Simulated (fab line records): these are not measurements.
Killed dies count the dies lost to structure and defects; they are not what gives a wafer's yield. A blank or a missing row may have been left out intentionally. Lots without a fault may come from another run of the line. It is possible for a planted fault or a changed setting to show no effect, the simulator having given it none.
Matching of chambers    flow nandHarc    NHARC_P_ZERO_WELL_DESCUM_54 on rieDiel-09 has 4 sister chambers
The step chemistry O2, time 3 s. 4 wafers are shown with their chamber, then 7 later ones without.

EACH WAFER AND ITS CHAMBER
wafer   chamber  showerheadPlenumPTorr (Torr)
L080.6  3        2.03
L081.3  1        2.01
L081.4  2        2.01
L087.5  0        1.85

WAFERS WHOSE CHAMBER IS MISSING
wafer   showerheadPlenumPTorr (Torr)
L087.6  2.03
L091.4  2.01
L091.5  1.84
L091.6  2.03
L092.3  2.03
L092.4  2.01
L092.6  2.01

THE CHAMBER EACH PASSED THROUGH
wafer   from the rows above      in truth
L087.6  3                        3
L091.4  can't be placed: 1 or 2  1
L091.5  0                        0
L091.6  3                        3
L092.3  3                        3
L092.4  can't be placed: 1 or 2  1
L092.6  can't be placed: 1 or 2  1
Correct placement for 4 of the 7. These rows do not allow placing 3 (true chamber among the candidates in 3). Number placed wrongly: 0.
How it was worked out, from the rows above alone: a wafer's distance from a chamber is the root of the sum, over the readings, of the square of ((its reading less the chamber's mean) divided by the reading's scatter). The wafer belongs to the nearest chamber; if the next one is less than 2 further off, it can't be placed. The mean given for a chamber averages the wafers shown for that chamber. The scatter: root of mean squared gap, hidden wafer to nearest shown wafer, with one shown wafer a chamber.
